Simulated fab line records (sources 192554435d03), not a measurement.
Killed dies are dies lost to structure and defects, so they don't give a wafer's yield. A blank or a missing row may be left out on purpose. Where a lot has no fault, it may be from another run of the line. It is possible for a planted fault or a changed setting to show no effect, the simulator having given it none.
fab line records	flow n5_finfet	part 1 of 2: steps 1 to 4 of 6
[record] lots = 24	wafers = 72	last_day = 17
route steps=1938 shown HKMG_FIN@398
lots that met no fault: from a run of the same line without faults
start_h: hours from the record's first day to the start of the lot's first wafer shown	wait_h: hours since the lot's step before	" identical to the entry in the row above	L1.1+2: one row covering several wafers at once	- no value, or no start given	* or withheld: withheld	< > ~ a bound
route shown NAME@n: NAME is a module with steps in the file, n the number in the route of the first one	usual: average and standard deviation across the fault-free wafers	same: alike in all rows	chamber/n: place in a boat	sites: the reading at each site	_std_site: how widely they spread, as a standard deviation	_edge_site: outer sites' mean less inner sites'	radius_mm: for every site, how far away it sits from the centre of the wafer	mask NAME#n: copy n	behind: the last tool/chamber to shape the wafer	hold: reason for holding the lot/hours on hold/outcome of the hold	device: names the non-switching transistor (n, p or np)	end of line: the tests these same wafers got at the end of their route	a step without rows: its recipe alone	killed: not the wafer's yield, but the dies lost to structure and defects at the first sort	map: per-die view of a wafer (x killed, . not killed, _ where there is no die)
set.NAME: the setting as run; set.NAME@STEP: as run at that earlier step	model.NAME: the simulator's own value behind a step, which no gauge read
one table for each step of the route and one row for each wafer, over a sample of lots
services: a tool's chamber out of use, with start hour (start_h, from the record's first day; less than 0 if before it), hours out, and reason
[[steps]]
[step N5_HKMG_FIN_CD_MEAS_49]
[recipe] target_cd_nm = 202	landing_energy_ev = 500	detector = se_inlens	polarity = opening
[usual] cd_nm = 202.2/0.51
lot.wafer	tool	chamber	start_h	wait_h	cd_nm
L074.1	cd_sem-03	0	73.32	-	202.1
L074.2	"	0	"	"	201.6
L074.3	"	0	"	"	202.0
L075.1	cd_sem-03	0	78.08	-	202.9
L075.2	"	0	"	"	202.6
L075.4	"	0	"	"	202.9
L076.1	cd_sem-03	0	88.09	-	201.6
L076.2	"	0	"	"	201.8
L076.4	"	0	"	"	201.5
L077.1	cd_sem-02	0	92.72	-	202.7
L077.5	"	0	"	"	202.5
L077.6	"	0	"	"	202.0
L078.1	cd_sem-02	0	99.72	-	202.7
L078.2	"	0	"	"	203.2
L078.3	"	0	"	"	202.3
L079.1	cd_sem-02	0	109.57	-	202.5
L079.2	"	0	"	"	202.3
L079.3	"	0	"	"	202.0
L080.2	cd_sem-03	0	111.65	-	202.6
L080.5	"	0	"	"	202.1
L080.6	"	0	"	"	201.8
L081.1	cd_sem-03	0	117.97	-	202.1
L081.2	"	0	"	"	202.0
L081.6	"	0	"	"	201.9
L082.2	cd_sem-03	0	122.38	-	202.9
L082.5	"	0	"	"	202.6
L082.6	"	0	"	"	202.6
L083.1	cd_sem-02	0	128.71	-	203.2
L083.3	"	0	"	"	203.0
L083.5	"	0	"	"	203.0
L084.1	cd_sem-03	0	135.57	-	201.1
L084.3	"	0	"	"	201.3
L084.6	"	0	"	"	201.6
L086.2	cd_sem-01	0	147.88	-	202.9
L086.5	"	0	"	"	202.9
L086.6	"	0	"	"	202.5
L085.3	cd_sem-01	0	148.23	-	202.1
L085.4	"	0	"	"	202.6
L085.5	"	0	"	"	201.3
L087.3	cd_sem-02	0	150.96	-	202.6
L087.5	"	0	"	"	202.6
L087.6	"	0	"	"	202.9
L088.1	cd_sem-02	0	158.63	-	202.7
L088.3	"	0	"	"	201.6
L088.4	"	0	"	"	201.6
L089.1	cd_sem-02	0	164.72	-	202.2
L089.3	"	0	"	"	201.8
L089.6	"	0	"	"	202.5
L091.1	cd_sem-02	0	173.54	-	201.7
L091.5	"	0	"	"	201.8
L091.6	"	0	"	"	201.9
L090.1	cd_sem-02	0	174.26	-	200.5
L090.3	"	0	"	"	200.9
L090.5	"	0	"	"	201.6
L092.1	cd_sem-03	0	183.72	-	202.2
L092.2	"	0	"	"	201.8
L092.3	"	0	"	"	202.4
L093.1	cd_sem-01	0	186.54	-	202.8
L093.2	"	0	"	"	202.0
L093.4	"	0	"	"	202.6
L094.2	cd_sem-02	0	190.29	-	201.4
L094.4	"	0	"	"	201.4
L094.6	"	0	"	"	201.5
L095.1	cd_sem-01	0	197.30	-	202.1
L095.4	"	0	"	"	201.8
L095.6	"	0	"	"	202.7
L096.2	cd_sem-03	0	206.29	-	202.7
L096.4	"	0	"	"	202.0
L096.6	"	0	"	"	202.6
L097.3	cd_sem-03	0	210.24	-	202.0
L097.4	"	0	"	"	201.8
L097.5	"	0	"	"	202.3
[step N5_HKMG_FIN_STRIP_93]
[recipe] chemistry = N2/H2	material = SOC	time_s = 20	power_w = 500	temp_c = 40	pressure_mtorr = 50	rf_frequency_hz = 6e+07	bias_power_w = 8	h2_frac = 0.5	n2_flow_sccm = 300	h2_flow_sccm = 300
[usual] drypump_motor_current_A = 5.7/0.51	n2_flow_sccm = 299.9/0.93	oes_product_au = 0.78/0.098	rf_vpp_V = 54.1/1.1	showerhead_plenum_p_Torr = 3.34/0.097	throttle_valve_pct = 19.1/0.3
lot.wafer	tool	chamber	start_h	wait_h	drypump_motor_current_A	n2_flow_sccm	oes_product_au	rf_hours_counter_h	rf_vpp_V	showerhead_plenum_p_Torr	throttle_valve_pct
L074.1	rie_diel-04	0	74.13	0.2	5.6	300.9	0.73	201	52.4	3.34	19.4
L074.2	"	1	"	"	5.6	299.7	0.73	175	52.3	3.35	19.4
L074.3	"	3	"	"	5.6	299.7	0.79	147	51.7	3.22	18.8
L075.1	rie_diel-04	0	79.04	0.2	5.6	302.4	0.72	203	53.6	3.34	19.4
L075.2	"	2	"	"	6.5	301.9	0.70	228	53.0	3.19	19.5
L075.4	"	1	"	"	5.6	300.5	0.72	176	54.9	3.35	19.4
L076.1	rie_diel-04	0	89.24	0.2	5.6	299.0	0.72	206	53.4	3.34	19.4
L076.2	"	2	"	"	6.6	299.0	0.69	232	52.9	3.19	19.5
L076.4	"	1	"	"	5.6	300.0	0.72	180	53.8	3.35	19.4
L077.1	rie_diel-04	0	93.54	0.2	5.6	300.8	0.72	208	55.1	3.34	19.4
L077.5	"	2	"	"	6.5	299.0	0.69	-	54.7	3.19	19.5
L077.6	"	3	"	"	5.6	299.9	0.77	-	53.6	3.22	18.8
L078.1	rie_diel-04	1	100.53	0.2	5.6	300.2	0.72	184	54.3	3.34	19.5
L078.2	"	0	"	"	5.6	299.7	0.72	210	55.5	3.33	19.4
L078.3	"	3	"	"	5.7	298.9	0.78	157	55.2	3.22	18.8
L079.1	rie_diel-04	1	110.84	0.2	5.6	300.5	0.71	188	55.6	3.34	19.5
L079.2	"	3	"	"	5.6	299.7	0.78	161	53.9	3.21	18.8
L079.3	"	2	"	"	6.5	300.0	0.69	240	53.7	3.19	19.5
L080.2	rie_diel-06	3	112.47	0.2	6.8	299.0	0.77	147	54.7	3.50	18.7
L080.5	"	1	"	"	5.3	299.8	0.71	-	54.7	3.33	19.0
L080.6	"	2	"	"	5.4	300.5	0.71	-	54.7	3.32	19.0
L081.1	rie_diel-04	3	118.79	0.2	5.6	300.1	0.76	164	53.4	3.21	18.8
L081.2	"	0	"	"	5.6	299.8	0.71	218	53.9	3.33	19.4
L081.6	"	2	"	"	6.5	300.3	0.69	-	54.1	3.19	19.6
L082.2	rie_diel-06	1	123.27	0.2	5.4	300.6	0.71	209	53.8	3.33	19.0
L082.5	"	3	"	"	6.8	298.1	0.77	-	55.5	3.49	18.6
L082.6	"	1	"	"	5.3	300.3	0.71	-	52.4	3.33	19.0
L083.1	rie_diel-04	3	129.53	0.2	5.6	300.1	0.76	168	52.8	3.21	18.8
L083.3	"	0	"	"	5.6	300.2	0.71	221	54.5	3.33	19.4
L083.5	"	2	"	"	6.5	301.3	0.68	-	55.8	3.18	19.5
L084.1	rie_diel-01	1	136.39	0.2	4.9	300.0	0.98	5	52.7	3.30	18.8
L084.3	"	3	"	"	5.8	298.6	0.94	17	55.2	3.44	18.7
L084.6	"	3	"	"	5.8	298.6	0.95	-	54.9	3.44	18.7
L086.2	rie_diel-01	2	148.69	0.2	5.5	299.4	0.74	163	54.4	3.35	19.0
L086.5	"	3	"	"	5.8	300.0	0.93	-	55.8	3.44	18.7
L086.6	"	2	"	"	5.5	301.2	0.75	-	54.4	3.35	19.0
L085.3	rie_diel-01	3	149.48	0.2	5.8	300.2	0.92	22	56.5	3.44	18.7
L085.4	"	1	"	"	4.9	298.6	0.94	-	52.7	3.30	18.8
L085.5	"	2	"	"	5.5	299.3	0.73	-	54.4	3.35	19.0
L087.3	rie_diel-01	0	151.81	0.2	5.4	299.2	1.02	0	54.1	3.45	19.2
L087.5	"	2	"	"	5.5	300.4	0.74	-	55.1	3.35	19.0
L087.6	"	1	"	"	4.8	299.4	0.95	-	55.2	3.30	18.8
L088.1	rie_diel-04	2	159.44	0.2	6.5	298.5	0.99	2	56.1	3.59	19.2
L088.3	"	0	"	"	5.6	299.9	0.70	235	54.7	3.32	19.4
L088.4	"	1	"	"	5.6	298.4	0.70	208	53.7	3.33	19.5
L089.1	rie_diel-06	3	165.57	0.2	6.8	299.7	0.75	167	55.3	3.48	18.7
L089.3	"	1	"	"	5.4	300.5	0.69	225	52.1	3.32	19.0
L089.6	"	1	"	"	5.4	299.9	0.69	-	53.5	3.32	19.0
L091.1	rie_diel-01	3	174.35	0.2	5.8	300.0	0.91	30	54.1	3.43	18.7
L091.5	"	2	"	"	5.5	300.8	0.72	-	53.6	3.34	19.0
L091.6	"	1	"	"	4.8	299.2	0.91	-	53.6	3.29	18.8
L090.1	rie_diel-06	2	175.08	0.2	5.4	303.0	0.97	4	53.5	3.31	18.6
L090.3	"	1	"	"	5.4	299.3	0.69	229	52.5	3.32	19.1
L090.5	"	1	"	"	5.4	299.2	0.70	-	54.0	3.31	19.1
L092.1	rie_diel-01	2	184.54	0.2	5.5	301.1	0.72	179	55.1	3.34	19.0
L092.2	"	1	"	"	4.9	299.4	0.91	25	53.2	3.29	18.8
L092.3	"	0	"	"	5.3	299.7	0.95	12	54.3	3.45	19.2
L093.1	rie_diel-04	2	187.36	0.2	6.5	299.6	0.95	11	54.6	3.58	19.2
L093.2	"	0	"	"	5.6	299.4	0.70	243	54.7	3.32	19.5
L093.4	"	0	"	"	5.6	299.9	0.69	-	53.4	3.32	19.5
L094.2	rie_diel-01	3	191.17	0.2	5.8	299.7	0.90	37	54.6	3.43	18.7
L094.4	"	0	"	"	5.4	301.1	0.94	15	54.5	3.45	19.2
L094.6	"	2	"	"	5.5	297.5	0.72	-	54.3	3.34	19.0
L095.1	rie_diel-06	1	198.12	0.2	5.4	298.5	0.68	237	54.0	3.31	19.1
L095.4	"	0	"	"	5.5	300.6	0.76	147	54.3	3.50	19.0
L095.6	"	3	"	"	6.8	300.6	0.74	-	53.0	3.48	18.7
L096.2	rie_diel-06	2	207.19	0.2	5.4	300.6	0.93	15	52.2	3.30	18.6
L096.4	"	3	"	"	6.8	298.6	0.74	181	54.7	3.48	18.7
L096.6	"	0	"	"	5.5	298.6	0.76	-	55.1	3.49	19.1
L097.3	rie_diel-06	0	211.47	0.2	5.5	300.9	0.76	152	55.6	3.49	19.1
L097.4	"	2	"	"	5.4	301.0	0.92	17	55.4	3.30	18.6
L097.5	"	1	"	"	5.4	300.3	0.69	-	54.5	3.31	19.1
[step N5_HKMG_FIN_STRIP_19]
[recipe] chemistry = N2/H2	power_w = 2500	temp_c = 300	h2_frac = 0.65	time_s = 360	pressure_mtorr = withheld	n2_flow_sccm = 1750	h2_flow_sccm = 3250
[usual] drypump_motor_current_A = 5.7/0.59	heater_power_w = 453/29	n2_flow_sccm = 1750/5.8
lot.wafer	tool	chamber	start_h	wait_h	drypump_motor_current_A	heater_power_w	n2_flow_sccm	rf_hours_counter_h
L074.1	plasma_asher-02	1	77.33	0.0	5.5	496	1750	35
L074.2	"	0	"	"	6.4	429	1740	35
L074.3	"	1	"	"	5.5	484	1755	-
L075.1	plasma_asher-02	0	82.15	0.0	6.4	421	1756	36
L075.2	"	1	"	"	5.5	488	1745	36
L075.4	"	0	"	"	6.4	432	1755	-
L076.1	plasma_asher-01	0	92.38	0.0	5.7	446	1750	88
L076.2	"	1	"	"	4.7	445	1755	88
L076.4	"	0	"	"	5.7	452	1752	-
L077.1	plasma_asher-02	0	97.01	0.0	6.4	417	1748	39
L077.5	"	1	"	"	5.5	488	1749	-
L077.6	"	0	"	"	6.4	422	1747	-
L078.1	plasma_asher-01	1	103.99	0.0	4.7	439	1740	91
L078.2	"	0	"	"	5.7	445	1753	91
L078.3	"	1	"	"	4.7	451	1738	-
L079.1	plasma_asher-01	0	114.35	0.0	5.7	438	1752	92
L079.2	"	1	"	"	4.7	433	1741	92
L079.3	"	1	"	"	4.7	447	1751	-
L080.2	plasma_asher-01	1	115.60	0.0	4.7	435	1752	93
L080.5	"	0	"	"	5.7	458	1754	-
L080.6	"	1	"	"	4.7	448	1760	-
L081.1	plasma_asher-02	0	122.11	0.0	6.4	425	1745	44
L081.2	"	1	"	"	5.5	496	1755	44
L081.6	"	1	"	"	5.6	479	1745	-
L082.2	plasma_asher-01	1	126.74	0.0	4.7	429	1760	95
L082.5	"	0	"	"	5.7	459	1750	-
L082.6	"	1	"	"	4.7	443	1756	-
L083.1	plasma_asher-02	1	132.78	0.0	5.5	482	1759	46
L083.3	"	1	"	"	5.5	492	1752	-
L083.5	"	0	"	"	6.4	418	1758	-
L084.1	plasma_asher-01	1	140.37	0.0	4.7	445	1744	98
L084.3	"	1	"	"	4.7	434	1747	-
L084.6	"	1	"	"	4.7	433	1752	-
L086.2	plasma_asher-02	0	152.38	0.2	6.4	422	1755	49
L086.5	"	1	"	"	5.6	513	1743	-
L086.6	"	0	"	"	6.4	418	1750	-
L085.3	plasma_asher-02	0	153.13	0.1	6.4	416	1751	-
L085.4	"	1	"	"	5.6	495	1752	-
L085.5	"	0	"	"	6.4	422	1751	-
L087.3	plasma_asher-02	0	155.27	0.2	6.4	419	1749	-
L087.5	"	1	"	"	5.5	499	1746	-
L087.6	"	0	"	"	6.4	427	1755	-
L088.1	plasma_asher-01	1	162.77	0.0	4.7	455	1746	100
L088.3	"	1	"	"	4.7	442	1745	-
L088.4	"	0	"	"	5.7	465	1750	-
L089.1	plasma_asher-02	0	168.83	0.0	6.4	426	1745	56
L089.3	"	0	"	"	6.4	417	1741	-
L089.6	"	0	"	"	6.4	424	1756	-
L091.1	plasma_asher-02	1	177.92	0.0	5.5	486	1749	57
L091.5	"	0	"	"	6.4	429	1742	-
L091.6	"	1	"	"	5.5	494	1751	-
L090.1	plasma_asher-01	0	178.43	0.0	5.7	454	1744	103
L090.3	"	1	"	"	4.7	446	1753	-
L090.5	"	1	"	"	4.7	446	1748	-
L092.1	plasma_asher-02	0	187.87	0.0	6.4	427	1762	59
L092.2	"	1	"	"	5.5	491	1743	59
L092.3	"	1	"	"	5.5	475	1746	-
L093.1	plasma_asher-02	1	191.02	0.0	5.5	489	1742	60
L093.2	"	0	"	"	6.4	418	1758	60
L093.4	"	0	"	"	6.4	427	1757	-
L094.2	plasma_asher-01	0	194.72	0.0	5.7	443	1743	107
L094.4	"	1	"	"	4.7	439	1754	-
L094.6	"	1	"	"	4.7	444	1763	-
L095.1	plasma_asher-02	0	201.25	0.0	6.4	414	1740	62
L095.4	"	0	"	"	6.4	420	1744	-
L095.6	"	0	"	"	6.4	421	1742	-
L096.2	plasma_asher-02	1	210.78	0.0	5.5	484	1752	65
L096.4	"	1	"	"	5.5	493	1745	-
L096.6	"	0	"	"	6.4	428	1751	-
L097.3	plasma_asher-02	1	214.84	0.1	5.5	495	1750	-
L097.4	"	0	"	"	6.4	411	1757	-
L097.5	"	1	"	"	5.5	515	1754	-
[step N5_HKMG_FIN_ALD_91]
[recipe] material = TiN	target_thk_a = 10	temp_c = 400	ald_precursor_family = TiCl4	ald_co_reactant = NH3	pulse_time_s = 1	purge_time_s = 3	co_reactant_purge_time_s = 2	co_reactant_pulse_time_s = 2	ald_cycles = 47	pressure_torr = 3
[usual] heater_power_outer_w = 571/60	heater_power_w = 915/100	precursor_pulse_height_rel = 0.999/0.019
[same] purge_time_s = 3
lot.wafer	tool	chamber	start_h	wait_h	heater_power_outer_w	heater_power_w	precursor_pulse_height_rel
L074.1	ald_metal-04	2	77.72	0.3	637	969	0.985
L074.2	"	1	"	"	579	1040	1.010
L074.3	"	0	"	"	551	867	0.986
L075.1	ald_metal-01	3	82.53	0.3	591	909	0.997
L075.2	"	2	"	"	715	1067	0.991
L075.4	"	1	"	"	585	961	0.983
L076.1	ald_metal-04	2	92.76	0.3	647	991	1.021
L076.2	"	1	"	"	589	1018	1.012
L076.4	"	3	"	"	498	774	1.000
L077.1	ald_metal-01	3	97.40	0.3	581	918	0.972
L077.5	"	1	"	"	568	941	0.999
L077.6	"	0	"	"	480	801	1.017
L078.1	ald_metal-04	0	104.37	0.3	536	859	0.990
L078.2	"	2	"	"	643	957	1.015
L078.3	"	1	"	"	577	1061	1.020
L079.1	ald_metal-04	1	114.73	0.3	575	1070	0.980
L079.2	"	3	"	"	502	740	1.022
L079.3	"	0	"	"	540	826	1.009
L080.2	ald_metal-03	3	115.99	0.3	543	881	1.021
L080.5	"	2	"	"	584	944	1.008
L080.6	"	1	"	"	602	884	0.985
L081.1	ald_metal-04	3	122.49	0.3	497	777	1.011
L081.2	"	0	"	"	526	850	0.999
L081.6	"	2	"	"	637	983	1.015
L082.2	ald_metal-03	0	127.13	0.3	512	821	1.000
L082.5	"	3	"	"	536	892	0.986
L082.6	"	2	"	"	574	906	0.989
L083.1	ald_metal-04	0	133.17	0.3	523	848	1.034
L083.3	"	3	"	"	502	740	1.001
L083.5	"	3	"	"	491	750	0.972
L084.1	ald_metal-04	3	140.75	0.3	493	744	1.040
L084.3	"	0	"	"	540	850	0.997
L084.6	"	0	"	"	541	843	1.009
L086.2	ald_metal-01	1	152.76	0.3	583	938	0.973
L086.5	"	2	"	"	692	1089	0.997
L086.6	"	1	"	"	592	976	1.001
L085.3	ald_metal-01	3	153.39	0.1	588	896	1.013
L085.4	"	1	"	"	578	971	1.017
L085.5	"	2	"	"	684	1106	0.980
L087.3	ald_metal-01	2	155.53	0.1	703	1083	0.963
L087.5	"	3	"	"	586	924	1.009
L087.6	"	1	"	"	575	949	1.001
L088.1	ald_metal-04	0	163.15	0.3	538	848	1.005
L088.3	"	1	"	"	579	1052	0.983
L088.4	"	2	"	"	636	973	1.004
L089.1	ald_metal-04	3	169.22	0.3	499	730	0.986
L089.3	"	1	"	"	570	1040	0.999
L089.6	"	2	"	"	628	962	1.023
L091.1	ald_metal-01	2	178.30	0.3	684	1066	1.002
L091.5	"	1	"	"	585	957	1.005
L091.6	"	2	"	"	682	1099	0.972
L090.1	ald_metal-03	0	178.81	0.3	508	815	0.962
L090.3	"	2	"	"	595	915	0.996
L090.5	"	3	"	"	550	865	1.034
L092.1	ald_metal-01	0	188.25	0.3	483	802	0.981
L092.2	"	2	"	"	693	1064	0.995
L092.3	"	1	"	"	559	954	1.022
L093.1	ald_metal-04	3	191.40	0.3	496	772	0.991
L093.2	"	0	"	"	531	852	0.992
L093.4	"	3	"	"	490	738	0.979
L094.2	ald_metal-01	0	195.19	0.4	491	832	0.986
L094.4	"	2	"	"	685	1102	1.008
L094.6	"	0	"	"	475	805	0.976
L095.1	ald_metal-03	1	201.63	0.3	624	915	1.015
L095.4	"	3	"	"	543	891	1.003
L095.6	"	1	"	"	605	893	0.998
L096.2	ald_metal-03	0	211.17	0.3	511	821	0.992
L096.4	"	1	"	"	617	902	0.989
L096.6	"	1	"	"	611	904	1.023
L097.3	ald_metal-04	0	215.11	0.1	541	846	0.997
L097.4	"	0	"	"	520	853	1.003
L097.5	"	3	"	"	501	737	1.008
